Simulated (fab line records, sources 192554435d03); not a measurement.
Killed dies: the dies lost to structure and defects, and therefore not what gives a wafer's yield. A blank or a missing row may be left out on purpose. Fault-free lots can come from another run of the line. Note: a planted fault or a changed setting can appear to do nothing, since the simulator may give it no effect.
fab line records	flow n5_finfet	part 1 of 2: steps 1 to 32 of 44
record: lots: 5	wafers: 15	last_day: 19
route steps=1938 shown WELL_APT@21 PMOS_HMC_CHANNEL_EPI@57
lots with no fault: from the same line, run without faults
start_h: start of the lot's first displayed wafer, in hours after the record's first day	wait_h: time in hours since the lot's previous step	" as in the row above	L1.1+2: several wafers, shown together as one row	- no value, or no start given	* or withheld: withheld	< > ~ a bound
route shown NAME@n: NAME is a module with steps in the file, n the number in the route of the first one	usual: mean and standard deviation over wafers with no fault	same: alike in all rows	chamber/n: place in a boat	sites: the reading at each site	_std_site: standard deviation across them	_edge_site: the outer-site mean with the inner-site mean subtracted	radius_mm: how far each site lies from the wafer's centre	mask NAME#n: copy n	behind: tool/chamber where the wafer was last shaped	hold: why the lot was held/for how many hours/how that ended	device: transistor that didn't switch, given as n, p or np	end of line: the same wafers' tests at the end of the route	step lacking rows: just its recipe	killed: at the first sort, the dies lost to defects and structure; wafer yield is something else	map: a wafer's dies, marking killed ones x, the rest . and places with no die _
set.NAME: the setting the step ran with; set.NAME@STEP: the setting that earlier step ran with	model.NAME: the simulator's own value behind a step, which no gauge read
lots at some steps of the route; a table a step, a row a wafer
services: the hour from which a tool's chamber was out of use, counted from the record's first day as start_h (under 0 if before that day), plus the number of hours and why
== steps ==
step: N5_WELL_APT_COAT_02
recipe: spin_rpm: 1357	resist_thk_nm: 950
lot.wafer	tool	chamber	start_h	wait_h
L075.2+3+4	litho_track-02	0	-	-
L076.2+5+6	litho_track-02	0	-	-
L085.1+2+3	litho_track-04	0	-	-
L089.1+4+6	litho_track-04	0	-	-
L095.1+3+4	litho_track-05	0	-	-
step: N5_WELL_APT_EBR_04
recipe: solvent: PGMEA	ebr_width_mm: 1.5
lot.wafer	tool	chamber	start_h	wait_h
L075.2+3+4	litho_track-02	0	-	-
L076.2+5+6	litho_track-02	0	-	-
L085.1+2+3	litho_track-04	0	-	-
L089.1+4+6	litho_track-04	0	-	-
L095.1+3+4	litho_track-05	0	-	-
step: N5_WELL_APT_SOFTBAKE_03
recipe: temp_c: 130	time_s: 60
lot.wafer	tool	chamber	start_h	wait_h
L075.2+3+4	litho_track-02	0	-	-
L076.2+5+6	litho_track-02	0	-	-
L085.1+2+3	litho_track-04	0	-	-
L089.1+4+6	litho_track-04	0	-	-
L095.1+3+4	litho_track-05	0	-	-
step: N5_WELL_APT_EXPOSE_05
recipe: mask_id: NWELL	na: 0.8	source_shape: conventional	sigma_outer: 0.8	polarization: unpolarized	defocus_nm: 0	target_cd_nm: 200	dose_mj: 20.3
same: sigma_outer: 0.8
lot.wafer	tool	chamber	start_h	wait_h	mask
L075.2+3+4	krf_scanner-01	0	19.44	-	NWELL#0
L076.2+5+6	krf_scanner-01	0	25.46	-	NWELL#0
L085.1+2+3	krf_scanner-02	0	79.69	-	NWELL#0
L089.1+4+6	krf_scanner-01	0	103.51	-	NWELL#0
L095.1+3+4	krf_scanner-01	0	139.68	-	NWELL#0
step: N5_WELL_APT_PEB_06
recipe: peb_temp_c: 130	peb_time_s: 90
lot.wafer	tool	chamber	start_h	wait_h
L075.2+3+4	litho_track-05	0	19.49	0.0
L076.2+5+6	litho_track-05	0	25.52	0.0
L085.1+2+3	litho_track-04	0	79.74	0.1
L089.1+4+6	litho_track-02	0	103.57	0.1
L095.1+3+4	litho_track-05	0	139.74	0.1
step: N5_WELL_APT_DEVELOP_07
recipe: develop_time_s: 45	rinse_liquid: surfactant_rinse	dry: air_spin	dev_temp_c: 21
usual: developer_temp_C: 20.99/0.12
lot.wafer	tool	chamber	start_h	wait_h	developer_temp_C
L075.2	litho_track-05	0	-	-	20.95
L075.3	"	0	"	"	21.15
L075.4	"	0	"	"	21.05
L076.2	litho_track-05	0	-	-	21.00
L076.5	"	0	"	"	20.88
L076.6	"	0	"	"	20.95
L085.1	litho_track-04	0	-	-	20.97
L085.2	"	0	"	"	21.02
L085.3	"	0	"	"	20.82
L089.1	litho_track-02	0	-	-	21.16
L089.4	"	0	"	"	21.02
L089.6	"	0	"	"	21.17
L095.1	litho_track-05	0	-	-	21.37
L095.3	"	0	"	"	21.17
L095.4	"	0	"	"	21.24
step: N5_WELL_APT_HARDBAKE_12
recipe: temp_c: 130	time_s: 120
lot.wafer	tool	chamber	start_h	wait_h
L075.2+3+4	litho_track-05	0	-	-
L076.2+5+6	litho_track-05	0	-	-
L085.1+2+3	litho_track-04	0	-	-
L089.1+4+6	litho_track-02	0	-	-
L095.1+3+4	litho_track-05	0	-	-
step: N5_WELL_APT_CD_MEAS_08
recipe: target_cd_nm: 200	landing_energy_ev: 500	detector: se_inlens
usual: cd_nm: 199.3/1.3
lot.wafer	tool	chamber	start_h	wait_h	cd_nm
L075.2	cd_sem-03	0	19.60	-	196.2
L075.3	"	0	"	"	197.8
L075.4	"	0	"	"	197.3
L076.2	cd_sem-02	0	25.63	-	198.6
L076.5	"	0	"	"	200.5
L076.6	"	0	"	"	199.3
L085.1	cd_sem-03	0	79.86	-	199.3
L085.2	"	0	"	"	199.7
L085.3	"	0	"	"	199.0
L089.1	cd_sem-01	0	103.69	-	201.1
L089.4	"	0	"	"	200.2
L089.6	"	0	"	"	201.6
L095.1	cd_sem-01	0	139.85	-	198.6
L095.3	"	0	"	"	198.1
L095.4	"	0	"	"	198.2
step: N5_WELL_APT_OVL_MEAS_09
recipe: points_per_wafer: 44
usual: NWELL_OVL: 0/4.5
same: points_per_wafer: 44
lot.wafer	tool	chamber	start_h	wait_h	NWELL_OVL[nm]
L075.2	overlay-01	0	19.63	0.0	9
L075.3	"	0	"	"	0
L075.4	"	0	"	"	6
L076.2	overlay-02	0	25.66	0.0	-11
L076.5	"	0	"	"	-1
L076.6	"	0	"	"	-5
L085.1	overlay-01	0	79.89	0.0	-3
L085.2	"	0	"	"	-2
L085.3	"	0	"	"	-1
L089.1	overlay-01	0	103.72	0.0	-12
L089.4	"	0	"	"	0
L089.6	"	0	"	"	0
L095.1	overlay-02	0	139.88	0.0	7
L095.3	"	0	"	"	6
L095.4	"	0	"	"	4
step: N5_WELL_APT_INSPECT_10
recipe: mode: adi	inspect_instrument: macro
usual: raw_defect_count: 1.9/1.5
lot.wafer	tool	chamber	start_h	wait_h	raw_defect_count
L075.2	defect_inspect-02	-	19.66	0.0	0
L075.3	"	-	"	"	2
L075.4	"	-	"	"	3
L076.2	defect_inspect-01	-	25.69	0.0	0
L076.5	"	-	"	"	2
L076.6	"	-	"	"	0
L085.1	defect_inspect-01	-	79.91	0.0	3
L085.2	"	-	"	"	2
L085.3	"	-	"	"	0
L089.1	defect_inspect-01	-	103.74	0.0	4
L089.4	"	-	"	"	2
L089.6	"	-	"	"	2
L095.1	defect_inspect-02	-	139.91	0.0	0
L095.3	"	-	"	"	2
L095.4	"	-	"	"	4
step: N5_WELL_APT_DESCUM_13
recipe: chemistry: O2	time_s: 7.9	source_power_w: 50	bias_power_w: 20	pressure_mtorr: 20	rf_frequency_hz: 2.712e+07	temp_c: 40	o2_flow_sccm: 225
usual: bias_power_w: 20.00/0.061	drypump_motor_current_A: 5.8/0.54	oes_product_au: 0.78/0.084	rf_vpp_V: 243.4/1.4	showerhead_plenum_p_Torr: 2.10/0.071	throttle_valve_pct: 20.45/0.23
lot.wafer	tool	chamber	start_h	wait_h	bias_power_w	drypump_motor_current_A	oes_product_au	rf_hours_counter_h	rf_vpp_V	showerhead_plenum_p_Torr	throttle_valve_pct
L075.2	rie_diel-04	1	19.69	0.0	20.02	6.2	0.84	55	243.4	2.13	20.73
L075.3	"	3	"	"	19.89	6.0	0.76	158	243.6	2.19	20.24
L075.4	"	0	"	"	19.94	5.8	0.74	162	241.0	2.00	20.58
L076.2	rie_diel-04	2	25.85	0.2	19.95	5.3	0.73	166	240.5	2.00	20.64
L076.5	"	1	"	"	19.98	6.2	0.86	-	244.6	2.13	20.73
L076.6	"	2	"	"	19.93	5.3	0.73	-	241.8	2.00	20.63
L085.1	rie_diel-03	3	79.97	0.1	19.96	6.3	0.75	159	243.4	2.10	20.22
L085.2	"	0	"	"	19.89	5.2	0.75	155	241.9	2.08	19.98
L085.3	"	1	"	"	19.99	4.9	0.91	31	244.3	2.22	20.38
L089.1	rie_diel-01	3	103.78	0.0	19.93	5.8	0.75	171	242.8	2.08	20.53
L089.4	"	1	"	"	19.98	6.5	0.68	-	242.2	2.07	20.45
L089.6	"	2	"	"	20.01	5.2	0.90	-	241.9	2.14	20.61
L095.1	rie_diel-04	3	139.94	0.0	20.01	6.0	0.71	198	245.7	2.17	20.26
L095.3	"	0	"	"	19.98	5.7	0.71	198	242.4	1.99	20.60
L095.4	"	2	"	"	20.06	5.3	0.69	206	240.1	1.99	20.69
step: N5_WELL_APT_IMPLANT_14
recipe: species: P	energy_kev: 160	dose_cm2: 1.5e+13	tilt_deg: 0	rotation_deg: 0
usual: beam_energy_keV: 160.00/0.049
lot.wafer	tool	chamber	start_h	wait_h	beam_energy_keV
L075.2	implanter-01	0	19.82	0.1	159.97
L075.3	"	0	"	"	160.07
L075.4	"	0	"	"	160.04
L076.2	implanter-02	0	25.98	0.1	160.05
L076.5	"	0	"	"	160.04
L076.6	"	0	"	"	160.13
L085.1	implanter-01	0	80.06	0.1	160.01
L085.2	"	0	"	"	160.01
L085.3	"	0	"	"	160.00
L089.1	implanter-01	0	103.87	0.1	160.04
L089.4	"	0	"	"	160.00
L089.6	"	0	"	"	159.94
L095.1	implanter-02	0	140.04	0.1	159.96
L095.3	"	0	"	"	159.94
L095.4	"	0	"	"	159.98
step: N5_WELL_APT_IMPLANT_15
recipe: species: As	energy_kev: 25	dose_cm2: 1.5e+13	tilt_deg: 0	rotation_deg: 0
usual: beam_energy_keV: 25.000/0.0085
lot.wafer	tool	chamber	start_h	wait_h	beam_energy_keV
L075.2	implanter-01	0	20.00	0.1	25.015
L075.3	"	0	"	"	25.008
L075.4	"	0	"	"	25.000
L076.2	implanter-02	0	26.16	0.1	25.001
L076.5	"	0	"	"	25.002
L076.6	"	0	"	"	24.998
L085.1	implanter-01	0	80.24	0.1	25.008
L085.2	"	0	"	"	25.010
L085.3	"	0	"	"	25.000
L089.1	implanter-01	0	104.05	0.1	25.001
L089.4	"	0	"	"	24.997
L089.6	"	0	"	"	25.001
L095.1	implanter-02	0	140.22	0.1	25.003
L095.3	"	0	"	"	25.012
L095.4	"	0	"	"	25.006
step: N5_WELL_APT_STRIP_16
recipe: chemistry: SPM	time_s: 900	temp_c: 130	h2so4_h2o2_vol_ratio: 4	dry: ipa_marangoni
lot.wafer	tool	chamber	start_h	wait_h
L075.2+3+4	wet_bench-01	3,5,0	20.18	0.1
L076.2+5+6	wet_bench-01	1,5,6	26.35	0.2
L085.1+2+3	wet_bench-01	2,6,4	80.45	0.2
L089.1+4+6	wet_bench-02	2,3,6	104.26	0.2
L095.1+3+4	wet_bench-03	7,5,3	140.43	0.2
step: N5_WELL_APT_HMDS_18
recipe: time_s: 60	temp_c: 120
lot.wafer	tool	chamber	start_h	wait_h
L075.2+3+4	litho_track-02	0	20.45	0.0
L076.2+5+6	litho_track-05	0	26.62	0.0
L085.1+2+3	litho_track-04	0	80.73	0.0
L089.1+4+6	litho_track-04	0	104.54	0.0
L095.1+3+4	litho_track-02	0	140.70	0.0
step: N5_WELL_APT_COAT_19
recipe: spin_rpm: 1357	resist_thk_nm: 950
lot.wafer	tool	chamber	start_h	wait_h
L075.2+3+4	litho_track-02	0	-	-
L076.2+5+6	litho_track-05	0	-	-
L085.1+2+3	litho_track-04	0	-	-
L089.1+4+6	litho_track-04	0	-	-
L095.1+3+4	litho_track-02	0	-	-
step: N5_WELL_APT_EBR_21
recipe: solvent: PGMEA	ebr_width_mm: 1.5
lot.wafer	tool	chamber	start_h	wait_h
L075.2+3+4	litho_track-02	0	-	-
L076.2+5+6	litho_track-05	0	-	-
L085.1+2+3	litho_track-04	0	-	-
L089.1+4+6	litho_track-04	0	-	-
L095.1+3+4	litho_track-02	0	-	-
step: N5_WELL_APT_SOFTBAKE_20
recipe: temp_c: 130	time_s: 60
lot.wafer	tool	chamber	start_h	wait_h
L075.2+3+4	litho_track-02	0	-	-
L076.2+5+6	litho_track-05	0	-	-
L085.1+2+3	litho_track-04	0	-	-
L089.1+4+6	litho_track-04	0	-	-
L095.1+3+4	litho_track-02	0	-	-
step: N5_WELL_APT_EXPOSE_22
recipe: mask_id: PWELL	na: 0.8	source_shape: conventional	sigma_outer: 0.8	polarization: unpolarized	defocus_nm: 0	target_cd_nm: 200	dose_mj: 23.2
same: sigma_outer: 0.8
lot.wafer	tool	chamber	start_h	wait_h	mask
L075.2+3+4	krf_scanner-01	0	20.56	-	PWELL#0
L076.2+5+6	krf_scanner-02	0	26.85	-	PWELL#0
L085.1+2+3	krf_scanner-01	0	80.95	-	PWELL#0
L089.1+4+6	krf_scanner-02	0	104.63	-	PWELL#0
L095.1+3+4	krf_scanner-02	0	140.93	-	PWELL#0
step: N5_WELL_APT_PEB_23
recipe: peb_temp_c: 130	peb_time_s: 90
lot.wafer	tool	chamber	start_h	wait_h
L075.2+3+4	litho_track-02	0	20.61	0.0
L076.2+5+6	litho_track-04	0	26.90	0.0
L085.1+2+3	litho_track-04	0	81.01	0.1
L089.1+4+6	litho_track-05	0	104.69	0.1
L095.1+3+4	litho_track-02	0	140.98	0.1
step: N5_WELL_APT_DEVELOP_24
recipe: develop_time_s: 45	rinse_liquid: surfactant_rinse	dry: air_spin	dev_temp_c: 21
usual: developer_temp_C: 20.99/0.11
lot.wafer	tool	chamber	start_h	wait_h	developer_temp_C
L075.2	litho_track-02	0	-	-	21.03
L075.3	"	0	"	"	21.00
L075.4	"	0	"	"	21.04
L076.2	litho_track-04	0	-	-	20.96
L076.5	"	0	"	"	21.03
L076.6	"	0	"	"	20.97
L085.1	litho_track-04	0	-	-	21.09
L085.2	"	0	"	"	21.11
L085.3	"	0	"	"	21.01
L089.1	litho_track-05	0	-	-	21.02
L089.4	"	0	"	"	20.78
L089.6	"	0	"	"	20.89
L095.1	litho_track-02	0	-	-	21.19
L095.3	"	0	"	"	21.09
L095.4	"	0	"	"	21.04
step: N5_WELL_APT_HARDBAKE_29
recipe: temp_c: 130	time_s: 120
lot.wafer	tool	chamber	start_h	wait_h
L075.2+3+4	litho_track-02	0	-	-
L076.2+5+6	litho_track-04	0	-	-
L085.1+2+3	litho_track-04	0	-	-
L089.1+4+6	litho_track-05	0	-	-
L095.1+3+4	litho_track-02	0	-	-
step: N5_WELL_APT_CD_MEAS_25
recipe: target_cd_nm: 200	landing_energy_ev: 500	detector: se_inlens
usual: cd_nm: 199.4/1.3
lot.wafer	tool	chamber	start_h	wait_h	cd_nm
L075.2	cd_sem-01	0	20.72	-	198.2
L075.3	"	0	"	"	197.1
L075.4	"	0	"	"	197.3
L076.2	cd_sem-03	0	27.02	-	198.5
L076.5	"	0	"	"	198.3
L076.6	"	0	"	"	197.6
L085.1	cd_sem-01	0	81.12	-	201.5
L085.2	"	0	"	"	200.7
L085.3	"	0	"	"	199.8
L089.1	cd_sem-03	0	104.81	-	199.2
L089.4	"	0	"	"	201.9
L089.6	"	0	"	"	200.4
L095.1	cd_sem-03	0	141.10	-	197.8
L095.3	"	0	"	"	197.7
L095.4	"	0	"	"	196.8
step: N5_WELL_APT_OVL_MEAS_26
recipe: points_per_wafer: 44
usual: PWELL_OVL: 0/4.7
same: points_per_wafer: 44
lot.wafer	tool	chamber	start_h	wait_h	PWELL_OVL[nm]
L075.2	overlay-02	0	20.75	0.0	-10
L075.3	"	0	"	"	-3
L075.4	"	0	"	"	-5
L076.2	overlay-01	0	27.05	0.0	-5
L076.5	"	0	"	"	-1
L076.6	"	0	"	"	-6
L085.1	overlay-02	0	81.15	0.0	-3
L085.2	"	0	"	"	-1
L085.3	"	0	"	"	1
L089.1	overlay-01	0	104.84	0.0	-2
L089.4	"	0	"	"	-3
L089.6	"	0	"	"	-2
L095.1	overlay-01	0	141.13	0.0	0
L095.3	"	0	"	"	1
L095.4	"	0	"	"	2
step: N5_WELL_APT_INSPECT_27
recipe: mode: adi	inspect_instrument: macro
usual: raw_defect_count: 1.9/1.3
lot.wafer	tool	chamber	start_h	wait_h	raw_defect_count
L075.2	defect_inspect-01	-	20.78	0.0	1
L075.3	"	-	"	"	1
L075.4	"	-	"	"	1
L076.2	defect_inspect-02	-	27.07	0.0	2
L076.5	"	-	"	"	3
L076.6	"	-	"	"	3
L085.1	defect_inspect-01	-	81.18	0.0	1
L085.2	"	-	"	"	0
L085.3	"	-	"	"	2
L089.1	defect_inspect-01	-	104.86	0.0	4
L089.4	"	-	"	"	2
L089.6	"	-	"	"	3
L095.1	defect_inspect-02	-	141.15	0.0	2
L095.3	"	-	"	"	0
L095.4	"	-	"	"	4
step: N5_WELL_APT_DESCUM_30
recipe: chemistry: O2	time_s: 7.9	source_power_w: 50	bias_power_w: 20	pressure_mtorr: 20	rf_frequency_hz: 2.712e+07	temp_c: 40	o2_flow_sccm: 225
usual: bias_power_w: 20.00/0.062	drypump_motor_current_A: 5.8/0.54	oes_product_au: 0.78/0.084	rf_vpp_V: 243.3/1.3	showerhead_plenum_p_Torr: 2.10/0.066	throttle_valve_pct: 20.45/0.22
lot.wafer	tool	chamber	start_h	wait_h	bias_power_w	drypump_motor_current_A	oes_product_au	rf_hours_counter_h	rf_vpp_V	showerhead_plenum_p_Torr	throttle_valve_pct
L075.2	rie_diel-03	1	20.81	0.0	19.97	4.9	0.98	5	245.5	2.23	20.36
L075.3	"	2	"	"	19.91	6.5	0.73	180	245.1	2.18	20.56
L075.4	"	2	"	"	19.93	6.5	0.74	-	244.2	2.18	20.58
L076.2	rie_diel-01	2	27.38	0.3	20.05	5.2	0.97	6	243.9	2.15	20.56
L076.5	"	1	"	"	20.10	6.5	0.70	-	243.4	2.08	20.41
L076.6	"	0	"	"	20.07	6.1	0.70	-	241.1	2.06	20.58
L085.1	rie_diel-01	2	81.21	0.0	19.95	5.2	0.91	28	244.7	2.14	20.59
L085.2	"	1	"	"	20.12	6.5	0.69	228	243.0	2.07	20.43
L085.3	"	0	"	"	19.99	6.0	0.69	249	242.7	2.05	20.61
L089.1	rie_diel-01	3	104.89	0.0	20.00	5.8	0.74	171	242.0	2.08	20.53
L089.4	"	3	"	"	20.04	5.8	0.73	-	242.3	2.08	20.52
L089.6	"	2	"	"	19.95	5.2	0.90	-	243.6	2.14	20.62
L095.1	rie_diel-01	3	141.19	0.0	20.08	5.7	0.72	185	242.1	2.08	20.55
L095.3	"	0	"	"	19.99	6.0	0.91	11	243.7	2.05	20.24
L095.4	"	3	"	"	20.05	5.7	0.72	-	244.0	2.08	20.56
step: N5_WELL_APT_IMPLANT_31
recipe: species: B	energy_kev: 60	dose_cm2: 1.5e+13	tilt_deg: 0	rotation_deg: 0
usual: beam_energy_keV: 59.998/0.017
lot.wafer	tool	chamber	start_h	wait_h	beam_energy_keV
L075.2	implanter-02	0	20.94	0.1	60.002
L075.3	"	0	"	"	59.984
L075.4	"	0	"	"	60.008
L076.2	implanter-02	0	27.51	0.1	60.005
L076.5	"	0	"	"	59.968
L076.6	"	0	"	"	60.003
L085.1	implanter-02	0	81.32	0.1	60.029
L085.2	"	0	"	"	60.023
L085.3	"	0	"	"	60.017
L089.1	implanter-02	0	104.99	0.1	59.982
L089.4	"	0	"	"	59.992
L089.6	"	0	"	"	60.009
L095.1	implanter-02	0	141.29	0.1	59.981
L095.3	"	0	"	"	60.004
L095.4	"	0	"	"	60.014
step: N5_WELL_APT_IMPLANT_32
recipe: species: BF2	energy_kev: 50	dose_cm2: 2e+13	tilt_deg: 0	rotation_deg: 0
usual: beam_energy_keV: 49.999/0.015
lot.wafer	tool	chamber	start_h	wait_h	beam_energy_keV
L075.2	implanter-02	0	21.12	0.1	49.990
L075.3	"	0	"	"	49.987
L075.4	"	0	"	"	49.994
L076.2	implanter-02	0	27.69	0.1	49.997
L076.5	"	0	"	"	50.001
L076.6	"	0	"	"	49.997
L085.1	implanter-02	0	81.50	0.1	49.980
L085.2	"	0	"	"	50.000
L085.3	"	0	"	"	49.988
L089.1	implanter-02	0	105.17	0.1	49.977
L089.4	"	0	"	"	49.980
L089.6	"	0	"	"	49.986
L095.1	implanter-02	0	141.47	0.1	49.996
L095.3	"	0	"	"	50.000
L095.4	"	0	"	"	49.978
step: N5_WELL_APT_STRIP_33
recipe: chemistry: SPM	time_s: 900	temp_c: 130	h2so4_h2o2_vol_ratio: 4	dry: ipa_marangoni
lot.wafer	tool	chamber	start_h	wait_h
L075.2+3+4	wet_bench-02	4,7,2	21.30	0.1
L076.2+5+6	wet_bench-02	2,1,5	27.87	0.1
L085.1+2+3	wet_bench-03	3,7,4	81.71	0.2
L089.1+4+6	wet_bench-03	5,1,4	105.38	0.2
L095.1+3+4	wet_bench-01	5,0,1	141.69	0.2
step: N5_WELL_APT_RTA_34
recipe: temp_c: 1000	time_s: 10	ambient: N2	idle_temp_c: 600	ramp_up_c_per_s: 150	ramp_down_c_per_s: 60	cool_to_c: 600
usual: lamp_power_pct: 13.00/0.055	wafer_temp_C_max: 1003.6/1.1
lot.wafer	tool	chamber	start_h	wait_h	lamp_power_pct	wafer_temp_C_max
L075.2	rtp_anneal-01	0	21.59	0.0	13.01	1003.4
L075.3	"	0	"	"	12.99	1002.9
L075.4	"	0	"	"	13.04	1003.6
L076.2	rtp_anneal-01	0	28.55	0.2	12.99	1003.9
L076.5	"	0	"	"	12.92	1003.8
L076.6	"	0	"	"	13.09	1006.0
L085.1	rtp_anneal-01	0	82.04	0.1	13.08	1003.9
L085.2	"	0	"	"	13.04	1004.6
L085.3	"	0	"	"	12.99	1003.3
L089.1	rtp_anneal-02	0	105.68	0.0	13.00	1005.3
L089.4	"	0	"	"	12.96	1003.9
L089.6	"	0	"	"	12.98	1002.1
L095.1	rtp_anneal-01	0	142.03	0.1	12.94	1004.3
L095.3	"	0	"	"	13.06	1003.7
L095.4	"	0	"	"	12.95	1003.7
step: N5_WELL_APT_OXIDE_STRIP_42
recipe: chemistry: dHF	dilution: 25:1	time_s: 45	temp_c: 25	target: SiO2	target_depth_a: 120
lot.wafer	tool	chamber	start_h	wait_h
L075.2+3+4	wet_bench-03	1,2,3	21.72	0.1
L076.2+5+6	wet_bench-02	2,0,1	28.68	0.1
L085.1+2+3	wet_bench-01	4,0,2	82.19	0.1
L089.1+4+6	wet_bench-02	7,5,2	105.82	0.1
L095.1+3+4	wet_bench-02	2,1,6	142.17	0.1
step: N5_WELL_APT_PRECLEAN_36
recipe: chemistry: O3/DIW	time_s: 45	temp_c: 22	o3_ppm: 10
lot.wafer	tool	chamber	start_h	wait_h
L075.2+3+4	wet_bench-03	1,2,3	21.73	0.0
L076.2+5+6	wet_bench-02	2,0,1	28.71	0.0
L085.1+2+3	wet_bench-01	4,0,2	82.21	0.0
L089.1+4+6	wet_bench-02	7,5,2	105.84	0.0
L095.1+3+4	wet_bench-02	2,1,6	142.19	0.0
